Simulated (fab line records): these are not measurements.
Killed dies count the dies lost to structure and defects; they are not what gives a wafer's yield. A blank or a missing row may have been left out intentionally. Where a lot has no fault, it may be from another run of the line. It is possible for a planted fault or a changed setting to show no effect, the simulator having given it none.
fab line records	flow n5Finfet
record lots=4	wafers=12	lastDay=19
route steps=1938 shown BEOL_M3@1009 BEOL_M4@1021 PASSIVATION@1936
lots with no fault: from the same line, run without faults
startH: start of the lot's first displayed wafer, in hours after the record's first day	waitH: how many hours have passed since the lot's step before this one	" unchanged from the row above	L1.1+2: a row that stands for several wafers	- no value, or no start was given	* or withheld: withheld	< > ~ a bound
route shown NAME@n: names a module that has steps shown in the file, with the first one's number in the route	usual: the fault-free wafers' mean and standard deviation	same: alike in all rows	chamber/n: place in a boat	sites: readings site by site	_std_site: standard deviation of those values	_edge_site: outer sites' mean less inner sites'	radiusMm: for every site, how far away it sits from the centre of the wafer	mask NAME#n: copy n	behind: the tool/chamber that last shaped the wafer	hold: why the lot went on hold/how many hours it stayed there/how the hold came to an end	device: the n, p or np transistor that did not switch	end of line: tests of these same wafers at the route's end	a step without rows: its recipe alone	killed: count of dies lost to structure and defects at first sort (not the wafer's yield)	map: per-die view of a wafer (x killed, . not killed, _ where there is no die)
set.NAME: the setting that was run; set.NAME@STEP: the one run at that earlier step	model.NAME: the simulator's own value behind a step, which no gauge read
lots seen at some steps along the route; tables by step, rows by wafer
services: the hour from which a tool's chamber was out of use, counted from the record's first day as startH (under 0 if before that day), plus the number of hours and why
## steps
# step N5_BEOL_M3_ANNEAL_95
# recipe tempC=400	timeS=240	ambient=vacuum
# step N5_BEOL_M3_SPUTTER_96
# recipe material=Cu	targetThkA=45	tempC=-20	chamberPressurePa=0.07	powerW=withheld	timeS=8.29
# step N5_BEOL_M3_ECD_50
# recipe material=Cu	targetThkA=3000
# step N5_BEOL_M3_ANNEAL_51
# recipe tempC=225	timeS=90	ambient=N2
# step N5_BEOL_M3_CMP_52
# recipe stopOn=SiOC	tOverpolishS=6.8	downForcePsi=1	platenRpm=50	clearingPlatenDownForcePsi=1.5	clearingPlatenRpm=50	postCmpClean=cuAlkaline	targetThkNm=40	clearingPlatenPadVelocityMS=0.99484	padVelocityMS=0.99484
# step N5_BEOL_M3_PRE_CLEAN_60
# recipe gas=NH3/H2	timeS=15	tempC=*	rfPowerW=300
# step N5_BEOL_M3_CO_CAP_55
# recipe material=Co	targetThkA=20	tempC=200	precursor=CCTBA/H2	pressureTorr=30	timeS=102.1
# step N5_BEOL_M3_PRE_CLEAN_56
# recipe gas=NH3	timeS=15	tempC=withheld	rfPowerW=300
# step N5_BEOL_M3_DEP_57
# recipe material=SiCN	targetThkA=80	tempC=withheld	precursor=3MS/NH3	pressureTorr=3	rfW=202	timeS=14
# step N5_BEOL_M4_ILD_DEP_00
# recipe material=SiOC	targetThkA=790	tempC=350	precursor=DEMS/O2	pressureTorr=5	rfW=500	timeS=15.3
# usual heaterPowerW=470/48	showerheadPlenumPTorr=5.689/0.016	throttleValvePct=12.2/0.73
lot.wafer	tool	chamber	startH	waitH	heaterPowerW	showerheadPlenumPTorr	sinceWetCleanH	throttleValvePct	model.SiOC_of_BEOL_M4_ILD_DEP_00.thkNm
L804.2	pecvd-04	2	182.40	0.0	421	5.659	494	11.5	76.8
L804.4	"	0	"	"	499	5.699	-	12.2	78.8
L804.5	"	2	"	"	435	5.669	-	11.2	78
L817.3	pecvd-04	0	261.85	0.0	531	5.680	1328	11.9	143.2
L817.4	"	1	"	"	384	5.696	-	12.4	78.4
L817.6	"	0	"	"	530	5.703	-	11.7	79.6
L820.3	pecvd-04	1	270.11	0.0	451	5.709	2061	12.3	142.6
L820.5	"	2	"	"	460	5.671	-	11.5	79
L820.6	"	1	"	"	460	5.697	-	12.4	79.6
L826.2	pecvd-02	2	319.75	0.0	491	5.674	270	11.6	79
L826.4	"	2	"	"	491	5.662	-	11.7	78.8
L826.5	"	1	"	"	512	5.685	-	12.9	78.2
# step N5_BEOL_M4_THK_MEAS_01
# recipe reads=SiOC_of_BEOL_M4_ILD_DEP_00
# usual M4_ILD_THK=78.9/1.1
lot.wafer	tool	chamber	startH	waitH	M4_ILD_THK[nm]
L804.2	filmMetro-01	-	182.49	0.1	76.7
L804.4	"	-	"	"	78.6
L804.5	"	-	"	"	78.2
L817.3	filmMetro-02	-	261.92	0.1	143.1
L817.4	"	-	"	"	78.3
L817.6	"	-	"	"	79.6
L820.3	filmMetro-02	-	270.18	0.1	142.7
L820.5	"	-	"	"	79.1
L820.6	"	-	"	"	79.7
L826.2	filmMetro-02	-	319.81	0.1	79.1
L826.4	"	-	"	"	78.8
L826.5	"	-	"	"	78.1
# step N5_BEOL_M4_PECVD_72
# recipe material=SiO2	targetThkA=160	tempC=400	precursor=TEOS/O2	pressureTorr=5.5	rfW=450	teosFlowSccm=53.8	gas=O2	flowSccm=3000	timeS=18
# step N5_BEOL_M4_HM_DEP_02
# recipe material=TiN	targetThkA=200	tempC=25	chamberPressurePa=0.49996
# step N5_BEOL_M4_COAT_61
# recipe resist=SOC	tempC=250	timeS=60	spinRpm=1500	resistThkNm=60
# step N5_BEOL_M4_COAT_62
# recipe resist=SiARC	tempC=220	timeS=60	spinRpm=1500	resistThkNm=12
# step N5_BEOL_M4_COAT_73
# recipe resist=underlayer	tempC=205	timeS=60	spinRpm=1500	resistThkNm=5
# step N5_BEOL_M4_COAT_05
# recipe resist=CAR-EUV	spinRpm=1500	resistThkNm=30
# step N5_BEOL_M4_EBR_07
# recipe solvent=PGMEA	ebrWidthMm=1.5
# step N5_BEOL_M4_SOFTBAKE_06
# recipe tempC=110	timeS=60	resist=CAR-EUV
# step N5_BEOL_M4_EXPOSE_08
# recipe maskId=M4	na=0.33	sourceShape=dipole	sigmaInner=0.369	sigmaOuter=0.767	polarization=unpolarized	doseMj=41.25
# step N5_BEOL_M4_PEB_09
# recipe pebTempC=100	pebTimeS=60	resist=CAR-EUV
# step N5_BEOL_M4_DEVELOP_10
# recipe developTimeS=30	developer=TMAH	resist=CAR-EUV	rinseLiquid=surfactantRinse	dry=airSpin	devTempC=23
# step N5_BEOL_M4_DESCUM_16
# recipe chemistry=O2	timeS=7	sourcePowerW=50	biasPowerW=20	pressureMtorr=20	rfFrequencyHz=2.712e+07	tempC=40	resist=CAR-EUV	o2FlowSccm=225
# step N5_BEOL_M4_ETCH_74
# recipe chemistry=N2/H2	target=underlayer	targetDepthA=65	maskMaterial=CAR-EUV	timeS=5.2	ionEnergyEv=200	pressureMtorr=30	sourceW=840	biasW=150	n2FlowSccm=200	h2FlowSccm=200	ends=cleared
# step N5_BEOL_M4_ETCH_63
# recipe chemistry=CF4	target=SiARC	targetDepthA=156	maskMaterial=CAR-EUV	timeS=26	ionEnergyEv=80	pressureMtorr=40	sourceW=545	biasW=36	Ar_flow_sccm=100	cf4FlowSccm=100	ends=cleared
# step N5_BEOL_M4_ETCH_64
# recipe chemistry=N2/H2	target=SOC	targetDepthA=750	overetchA=225	maskMaterial=SiARC	tempC=40	timeS=121.9	ionEnergyEv=200	pressureMtorr=30	sourceW=840	biasW=150	n2FlowSccm=200	h2FlowSccm=200
# step N5_BEOL_M4_STRIP_65
# recipe chemistry=N2/H2	tempC=40	n2FlowSccm=200	h2FlowSccm=200	rfFrequencyHz=6e+07
# step N5_BEOL_M4_STRIP_75
# recipe chemistry=N2/H2	tempC=40	n2FlowSccm=200	h2FlowSccm=200	rfFrequencyHz=6e+07
# step N5_BEOL_M4_STRIP_66
# recipe chemistry=CF4	resist=SiARC	powerW=300	biasPowerW=75	pressureMtorr=50	cf4FlowSccm=150	rfFrequencyHz=6e+07
# step N5_BEOL_M4_HM_OPEN_17
# recipe chemistry=Cl2/BCl3	targetDepthA=200	overetchA=60	target=TiN	maskMaterial=SOC	ionEnergyEv=150	pressureMtorr=10	icpW=1000	biasW=126	Cl2_flow_sccm=53.25	bcl3FlowSccm=21.75	Ar_flow_sccm=25
# step N5_BEOL_M4_STRIP_19
# recipe chemistry=O2	powerW=400	tempC=40	pressureMtorr=30	rfFrequencyHz=6e+07	biasPowerW=0	overashFraction=0.2	o2FlowSccm=225
# step N5_BEOL_M4_COAT_67
# recipe resist=SOC	tempC=250	timeS=60	spinRpm=1500	resistThkNm=60
# step N5_BEOL_M4_COAT_68
# recipe resist=SiARC	tempC=220	timeS=60	spinRpm=1500	resistThkNm=12
# step N5_BEOL_M4_COAT_76
# recipe resist=underlayer	tempC=205	timeS=60	spinRpm=1500	resistThkNm=5
# step N5_BEOL_M4_COAT_22
# recipe resist=CAR-EUV	spinRpm=1500	resistThkNm=30
# step N5_BEOL_M4_CMP_52
# recipe stopOn=SiOC	tOverpolishS=6.8	downForcePsi=1	platenRpm=50	clearingPlatenDownForcePsi=1.5	clearingPlatenRpm=50	postCmpClean=cuAlkaline	targetThkNm=40	clearingPlatenPadVelocityMS=0.99484	padVelocityMS=0.99484
# usual motorCurrentA=5.9/0.52
lot.wafer	tool	chamber	startH	waitH	motorCurrentA	model.SiOC_of_BEOL_M4_ILD_DEP_00.thkNm
L804.2	cmp-01	3	208.41	0.2	5.6	73.8
L804.4	"	0	"	"	6.3	75.8
L804.5	"	2	"	"	6.8	75
L817.4	cmp-01	1	291.14	0.3	6.0	75.4
L817.3	"	0	"	"	6.1	140.2
L817.6	"	1	"	"	5.8	76.6
L820.3	cmp-04	2	307.07	0.2	5.9	139.6
L820.5	"	0	"	"	6.4	76
L820.6	"	1	"	"	6.3	76.6
L826.2	cmp-01	3	342.21	0.2	4.9	76
L826.4	"	1	"	"	5.7	75.8
L826.5	"	0	"	"	6.3	75.2
# step N5_BEOL_M4_RC_MEAS_101
# usual DIBL_N=36.1/1.6	DIBL_P=35.8/2	IOFF_N=0.157/0.029	IOFF_P=0.21/0.034	ION_N=677/13	ION_P=465/8.1	SS_N=71.3/0.61	SS_P=73.2/0.65	VT_N=249/3.3	VT_P=-250/3.2
lot.wafer	tool	chamber	startH	waitH	DIBL_N[mV/V]	DIBL_P[mV/V]	IOFF_N[nA/um]	IOFF_P[nA/um]	ION_N[uA/um]	ION_P[uA/um]	SS_N[mV/dec]	SS_P[mV/dec]	VT_N[mV]	VT_P[mV]
L804.2	prober-02	0	209.13	0.2	37.6	35.6	0.162	0.21	662	454	71.2	73.3	253	-250
L804.4	"	0	"	"	37.5	36.0	0.168	0.22	680	465	71.5	72.8	250	-248
L804.5	"	0	"	"	35.7	34.0	0.127	0.18	668	461	70.8	71.6	254	-252
L817.4	prober-02	0	292.28	0.5	33.8	33.4	0.130	0.17	680	470	70.5	73.2	250	-253
L817.6	"	0	"	"	32.0	30.8	0.104	0.14	659	451	70.3	72.7	254	-256
L820.5	prober-01	0	308.30	0.7	38.5	39.3	0.196	0.27	679	466	71.6	74.1	247	-244
L820.6	"	0	"	"	34.5	34.6	0.130	0.19	680	472	70.4	73.2	250	-250
L826.2	prober-02	0	343.03	0.2	35.9	36.7	0.147	0.21	685	471	71.3	73.1	250	-250
L826.4	"	0	"	"	38.2	38.1	0.184	0.24	670	463	72.7	73.7	249	-249
L826.5	"	0	"	"	37.3	37.2	0.166	0.23	687	472	71.2	74.0	250	-248
# step N5_PASSIVATION_PROBE_49
# usual defectLimitedYield=91.0/1.4	killed_at_M0_to_M3=33/11	killed_at_M4_up=14/5	killedAtContacts=11/7.3	killedAtFrontEnd=43/12	killedAtOther=4/3.1	killedDies=106/17	killedOnRim=14/3.8	killedOpen=69/13	killedShort=34/8.7	sort_bin_5_function=5.2/0.96	sort_bin_6_memory=3.3/0.66	sortNPass=1074/17	sortYieldPct=91.0/1.4
# same grossDies=1180	killedAtBackSide=0	sort_bin_4_leakage[%]=0	sort_bin_8_speed[%]=0
lot.wafer	tool	chamber	startH	waitH	defectLimitedYield[%]	killed_at_M0_to_M3	killed_at_M4_up	killedAtContacts	killedAtFrontEnd	killedAtOther	killedDies	killedOnRim	killedOpen	killedShort	sort_bin_5_function[%]	sort_bin_6_memory[%]	sortNPass	sortYieldPct[%]
L804.2	prober-02	-	318.27	0.1	93.6	24	12	13	23	4	76	10	46	30	3.7	2.3	1104	93.6
L804.4	prober-02	-	318.37	0.2	91.9	36	17	3	39	0	95	13	67	22	4.8	2.5	1085	91.9
L804.5	prober-02	-	318.42	0.2	93.4	18	15	7	34	4	78	11	54	22	4.1	2.3	1102	93.4
L817.3	prober-02	-	407.23	0.1	0	30	1089	13	42	6	1180	152	80	28	96.0	3.5	0	0
L817.4	prober-02	-	407.28	0.2	88.5	30	25	31	46	4	136	20	99	36	6.0	4.8	1044	88.5
L817.6	prober-02	-	407.38	0.3	88.0	28	11	41	61	1	142	16	94	45	7.0	4.6	1038	88.0
L820.3	prober-02	-	425.45	0.1	0	15	1115	5	43	2	1180	152	48	29	97.3	2.4	0	0
L820.5	prober-02	-	425.55	0.2	87.7	22	11	13	90	9	145	27	86	57	6.9	4.9	1035	87.7
L820.6	prober-02	-	425.60	0.3	91.8	23	14	9	49	2	97	9	57	38	4.4	3.6	1083	91.8
L826.2	prober-01	-	450.84	0.1	90.3	19	25	20	50	0	114	17	80	33	6.4	3.2	1066	90.3
L826.4	prober-01	-	450.94	0.2	89.4	37	13	27	44	4	125	13	77	43	6.1	4.0	1055	89.4
L826.5	prober-01	-	450.99	0.2	92.3	17	17	15	38	4	91	11	63	22	3.9	2.9	1089	92.3
# killed by level:class
L804.2 MOL_CONTACT_COAG:geometricParticle:open=7 MOL_CONTACT_COAG:geometricParticle:short=6 BEOL_M1:geometricParticle:open=5 FIN_SAQP:geometricParticle:short=4 DUMMY_GATE:geometricParticle:open=4 GATE_CUT:geometricParticle:open=4 BEOL_M0_SAQP:geometricParticle:open=4 BEOL_M0_SAQP:geometricParticle:short=4
L804.4 DUMMY_GATE:geometricParticle:open=10 BEOL_M4:geometricParticle:open=10 BEOL_M2:geometricParticle:open=8 BEOL_M0_SAQP:geometricParticle:open=8 STARTING-WAFER:geometricParticle:open=6 BEOL_M2:geometricParticle:short=5 BEOL_M3:geometricParticle:open=5 STI_FIN_REVEAL:geometricParticle:open=4
L804.5 DUMMY_GATE:geometricParticle:open=9 MOL_CONTACT_COAG:geometricParticle:open=6 BEOL_M1:geometricParticle:open=5 STI_FIN_REVEAL:geometricParticle:open=4 GATE_CUT:geometricParticle:open=4 BEOL_M5:geometricParticle:open=4 FIN_SAQP:geometricParticle:short=3 GATE_CUT:geometricParticle:short=3
L817.3 BEOL_M4:areaDep=1072 FIN_SAQP:geometricParticle:open=15 BEOL_M0_SAQP:geometricParticle:short=12 BEOL_M4:geometricParticle:open=11 STI_FIN_REVEAL:geometricParticle:open=10 MOL_CONTACT_COAG:geometricParticle:open=10 BEOL_M1:geometricParticle:open=6 BEOL_M2:geometricParticle:open=5
L817.4 MOL_CONTACT_COAG:geometricParticle:open=25 BEOL_M4:geometricParticle:open=17 STI_FIN_REVEAL:geometricParticle:open=15 BEOL_M0_SAQP:geometricParticle:open=12 FIN_SAQP:geometricParticle:short=6 MOL_CONTACT_COAG:geometricParticle:short=6 FIN_SAQP:geometricParticle:open=5 BEOL_M5:geometricParticle:open=4
L817.6 MOL_CONTACT_COAG:geometricParticle:open=33 STI_FIN_REVEAL:geometricParticle:open=18 FIN_SAQP:geometricParticle:short=12 BEOL_M0_SAQP:geometricParticle:short=9 FIN_SAQP:geometricParticle:open=8 MOL_CONTACT_COAG:geometricParticle:short=8 BEOL_M0_SAQP:geometricParticle:open=7 DUMMY_GATE:geometricParticle:open=6
L820.3 BEOL_M4:areaDep=1102 FIN_SAQP:geometricParticle:short=11 STI_FIN_REVEAL:geometricParticle:open=5 DUMMY_GATE:geometricParticle:open=5 GATE_CUT:geometricParticle:short=5 GATE_CUT:geometricParticle:open=5 MOL_CONTACT_COAG:geometricParticle:open=5 BEOL_M4:geometricParticle:open=5
L820.5 FIN_SAQP:geometricParticle:open=24 FIN_SAQP:geometricParticle:short=24 STI_FIN_REVEAL:geometricParticle:open=9 MOL_CONTACT_COAG:geometricParticle:open=8 BEOL_M1:geometricParticle:open=7 GATE_CUT:geometricParticle:short=7 DUMMY_GATE:geometricParticle:open=6 MOL_CONTACT_COAG:geometricParticle:short=5
L820.6 FIN_SAQP:geometricParticle:short=11 FIN_SAQP:geometricParticle:open=10 BEOL_M1:geometricParticle:open=8 GATE_CUT:geometricParticle:short=7 MOL_CONTACT_COAG:geometricParticle:open=7 GATE_CUT:geometricParticle:open=5 BEOL_M3:geometricParticle:open=5 STI_FIN_REVEAL:geometricParticle:open=4
L826.2 MOL_CONTACT_COAG:geometricParticle:open=15 BEOL_M4:geometricParticle:open=11 FIN_SAQP:geometricParticle:open=8 FIN_SAQP:geometricParticle:short=7 BEOL_M5:geometricParticle:open=7 BEOL_M3:geometricParticle:open=6 STARTING-WAFER:geometricParticle:short=6 STI_FIN_REVEAL:geometricParticle:open=5
L826.4 MOL_CONTACT_COAG:geometricParticle:open=17 BEOL_M2:geometricParticle:open=12 MOL_CONTACT_COAG:geometricParticle:short=10 FIN_SAQP:geometricParticle:open=7 ILD0:geometricParticle:open=6 BEOL_M0_SAQP:geometricParticle:open=5 BEOL_M0_SAQP:geometricParticle:short=5 BEOL_M3:geometricParticle:open=5
L826.5 MOL_CONTACT_COAG:geometricParticle:open=13 STI_FIN_REVEAL:geometricParticle:open=9 HKMG_FIN:areaEtch=6 GATE_CUT:geometricParticle:short=5 BEOL_M0_SAQP:geometricParticle:open=4 FIN_SAQP:geometricParticle:open=4 BEOL_M1:geometricParticle:open=4 BEOL_M2:geometricParticle:open=4
# map L817.3 (x killed, . not)
_________________xxxxxxxxxxxx________________
______________xxxxxxxxxxxxxxxxxx_____________
___________xxxxxxxxxxxxxxxxxxxxxxxx__________
__________xxxxxxxxxxxxxxxxxxxxxxxxxx_________
________xxxxxxxxxxxxxxxxxxxxxxxxxxxxxx_______
_______xxxxxxxxxxxxxxxxxxxxxxxxxxxxxxxx______
______xxxxxxxxxxxxxxxxxxxxxxxxxxxxxxxxxx_____
_____xxxxxxxxxxxxxxxxxxxxxxxxxxxxxxxxxxxx____
____xxxxxxxxxxxxxxxxxxxxxxxxxxxxxxxxxxxxxx___
___xxxxxxxxxxxxxxxxxxxxxxxxxxxxxxxxxxxxxxxx__
___xxxxxxxxxxxxxxxxxxxxxxxxxxxxxxxxxxxxxxxx__
__xxxxxxxxxxxxxxxxxxxxxxxxxxxxxxxxxxxxxxxxxx_
__xxxxxxxxxxxxxxxxxxxxxxxxxxxxxxxxxxxxxxxxxx_
_xxxxxxxxxxxxxxxxxxxxxxxxxxxxxxxxxxxxxxxxxxxx
_xxxxxxxxxxxxxxxxxxxxxxxxxxxxxxxxxxxxxxxxxxxx
_xxxxxxxxxxxxxxxxxxxxxxxxxxxxxxxxxxxxxxxxxxxx
_xxxxxxxxxxxxxxxxxxxxxxxxxxxxxxxxxxxxxxxxxxxx
_xxxxxxxxxxxxxxxxxxxxxxxxxxxxxxxxxxxxxxxxxxxx
_xxxxxxxxxxxxxxxxxxxxxxxxxxxxxxxxxxxxxxxxxxxx
_xxxxxxxxxxxxxxxxxxxxxxxxxxxxxxxxxxxxxxxxxxxx
_xxxxxxxxxxxxxxxxxxxxxxxxxxxxxxxxxxxxxxxxxxxx
__xxxxxxxxxxxxxxxxxxxxxxxxxxxxxxxxxxxxxxxxxx_
__xxxxxxxxxxxxxxxxxxxxxxxxxxxxxxxxxxxxxxxxxx_
___xxxxxxxxxxxxxxxxxxxxxxxxxxxxxxxxxxxxxxxx__
___xxxxxxxxxxxxxxxxxxxxxxxxxxxxxxxxxxxxxxxx__
____xxxxxxxxxxxxxxxxxxxxxxxxxxxxxxxxxxxxxx___
_____xxxxxxxxxxxxxxxxxxxxxxxxxxxxxxxxxxxx____
______xxxxxxxxxxxxxxxxxxxxxxxxxxxxxxxxxx_____
_______xxxxxxxxxxxxxxxxxxxxxxxxxxxxxxxx______
________xxxxxxxxxxxxxxxxxxxxxxxxxxxxxx_______
__________xxxxxxxxxxxxxxxxxxxxxxxxxx_________
___________xxxxxxxxxxxxxxxxxxxxxxxx__________
______________xxxxxxxxxxxxxxxxxx_____________
_________________xxxxxxxxxxxx________________
# map L820.3 (x killed, . not)
_________________xxxxxxxxxxxx________________
______________xxxxxxxxxxxxxxxxxx_____________
___________xxxxxxxxxxxxxxxxxxxxxxxx__________
__________xxxxxxxxxxxxxxxxxxxxxxxxxx_________
________xxxxxxxxxxxxxxxxxxxxxxxxxxxxxx_______
_______xxxxxxxxxxxxxxxxxxxxxxxxxxxxxxxx______
______xxxxxxxxxxxxxxxxxxxxxxxxxxxxxxxxxx_____
_____xxxxxxxxxxxxxxxxxxxxxxxxxxxxxxxxxxxx____
____xxxxxxxxxxxxxxxxxxxxxxxxxxxxxxxxxxxxxx___
___xxxxxxxxxxxxxxxxxxxxxxxxxxxxxxxxxxxxxxxx__
___xxxxxxxxxxxxxxxxxxxxxxxxxxxxxxxxxxxxxxxx__
__xxxxxxxxxxxxxxxxxxxxxxxxxxxxxxxxxxxxxxxxxx_
__xxxxxxxxxxxxxxxxxxxxxxxxxxxxxxxxxxxxxxxxxx_
_xxxxxxxxxxxxxxxxxxxxxxxxxxxxxxxxxxxxxxxxxxxx
_xxxxxxxxxxxxxxxxxxxxxxxxxxxxxxxxxxxxxxxxxxxx
_xxxxxxxxxxxxxxxxxxxxxxxxxxxxxxxxxxxxxxxxxxxx
_xxxxxxxxxxxxxxxxxxxxxxxxxxxxxxxxxxxxxxxxxxxx
_xxxxxxxxxxxxxxxxxxxxxxxxxxxxxxxxxxxxxxxxxxxx
_xxxxxxxxxxxxxxxxxxxxxxxxxxxxxxxxxxxxxxxxxxxx
_xxxxxxxxxxxxxxxxxxxxxxxxxxxxxxxxxxxxxxxxxxxx
_xxxxxxxxxxxxxxxxxxxxxxxxxxxxxxxxxxxxxxxxxxxx
__xxxxxxxxxxxxxxxxxxxxxxxxxxxxxxxxxxxxxxxxxx_
__xxxxxxxxxxxxxxxxxxxxxxxxxxxxxxxxxxxxxxxxxx_
___xxxxxxxxxxxxxxxxxxxxxxxxxxxxxxxxxxxxxxxx__
___xxxxxxxxxxxxxxxxxxxxxxxxxxxxxxxxxxxxxxxx__
____xxxxxxxxxxxxxxxxxxxxxxxxxxxxxxxxxxxxxx___
_____xxxxxxxxxxxxxxxxxxxxxxxxxxxxxxxxxxxx____
______xxxxxxxxxxxxxxxxxxxxxxxxxxxxxxxxxx_____
_______xxxxxxxxxxxxxxxxxxxxxxxxxxxxxxxx______
________xxxxxxxxxxxxxxxxxxxxxxxxxxxxxx_______
__________xxxxxxxxxxxxxxxxxxxxxxxxxx_________
___________xxxxxxxxxxxxxxxxxxxxxxxx__________
______________xxxxxxxxxxxxxxxxxx_____________
_________________xxxxxxxxxxxx________________
## services
tool	chamber	startH	hours	kind
pecvd-04	2	168.05	5.5	scheduledDown
pecvd-04	1	177.63	6.5	repair
cmp-01	-	178.30	3.8	pm
cmp-01	-	184.37	8.5	repair
cmp-04	-	184.95	0.2	repair
cmp-04	-	218.33	4.0	pm
cmp-04	-	222.33	-	consumableReplace:conditioner
cmp-04	-	222.33	-	consumableReplace:pad
pecvd-02	-	223.37	1.4	repair
pecvd-02	0	226.94	5.0	scheduledDown
cmp-04	-	231.61	7.9	repair
pecvd-04	2	258.08	2.1	scheduledDown
pecvd-02	1	260.62	5.5	scheduledDown
cmp-04	-	273.48	0.8	repair
pecvd-04	0	292.97	2.1	scheduledDown
cmp-04	-	323.84	1.4	repair
cmp-01	-	327.24	4.1	pm
cmp-01	-	331.60	2.1	repair
## key
firstSign step=N5_BEOL_M4_THK_MEAS_01	reading=M4_ILD_THK	direction=up	sigmas=59	usual=78.9	struck=142.9
effect step=N5_PASSIVATION_PROBE_49	reading=killed_at_M4_up	direction=up	sigmas=99+	usual=14	struck=1102
modelEffect step=N5_BEOL_M4_ILD_DEP_00	value=SiOC_of_BEOL_M4_ILD_DEP_00.thkNm	without=79.6	struck=142.9
modelEffect step=N5_BEOL_M4_CMP_52	value=SiOC_of_BEOL_M4_ILD_DEP_00.thkNm	without=76.6	struck=139.9
moreKillsBornAt N5_BEOL_M4_ILD_DEP_00@pecvd-04=2174
metAt N5_BEOL_M4_ILD_DEP_00
struckWafers L817.3,L820.3
laterRowsLeftOut L817.3,L820.3
onsetBetween 182.40 261.85
fault kind=processParameterDrift	tool=pecvd-04	chamber=-	onsetH=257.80	steps=N5_BEOL_M4_ILD_DEP_00	channel=timeS	offset=*	shape=step	endH=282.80	scope=struckWafersOnly	actsIn=*	stated=*
# laterRowsLeftOut: the simulator's readings of these wafers behind a module that went badly wrong aren't trusted and aren't shown, but for the sort
